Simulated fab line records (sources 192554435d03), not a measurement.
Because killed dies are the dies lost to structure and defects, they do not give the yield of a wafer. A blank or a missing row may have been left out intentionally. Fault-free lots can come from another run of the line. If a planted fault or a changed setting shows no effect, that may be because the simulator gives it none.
Matching of chambers    flow n5_finfet    N5_BEOL_M3_DEP_57 on pecvd-02 has 3 sister chambers
The step deposits SiCN from 3MS/NH3, target thk 8 nm, time 14 s. 6 wafers are shown with their chamber, then 9 later ones without.

## WAFERS, EACH WITH ITS CHAMBER
wafer   chamber  showerhead_vpp_V (V)  showerhead_plenum_p_Torr (Torr)
L077.6  2        943                   3.651
L086.2  1        930                   3.648
L086.6  0        861                   3.673
L087.3  2        951                   3.652
L087.5  0        878                   3.660
L087.6  1        924                   3.662

## WAFERS WHOSE CHAMBER IS MISSING
wafer   showerhead_vpp_V (V)  showerhead_plenum_p_Torr (Torr)
L093.2  895                   3.668
L093.3  935                   3.645
L093.4  946                   3.656
L092.1  878                   3.678
L092.2  923                   3.654
L092.4  931                   3.658
L094.3  889                   3.675
L094.4  939                   3.648
L094.6  870                   3.670

## THE CHAMBER EACH PASSED THROUGH
wafer   from the rows above      in truth
L093.2  can't be placed: 0 or 1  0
L093.3  can't be placed: 1 or 2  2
L093.4  can't be placed: 2 or 1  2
L092.1  0                        0
L092.2  1                        1
L092.4  can't be placed: 1 or 2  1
L094.3  0                        0
L094.4  can't be placed: 2 or 1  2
L094.6  0                        0
Placed correctly: 4 of 9. Not placeable from these rows: 5 (in 5, the candidates include the true chamber). Number placed wrongly: 0.
How it was worked out, from the rows above alone: a wafer's distance from a chamber is the root of the sum, over the readings, of the square of ((its reading less the chamber's mean) divided by the reading's scatter). The wafer belongs to the nearest chamber; if the next one is less than 2 further off, it can't be placed. A chamber's mean is the mean of its shown wafers. The scatter: the root of (the sum of the squares of (reading less its chamber's mean) over the shown wafers, divided by (wafers less chambers)).
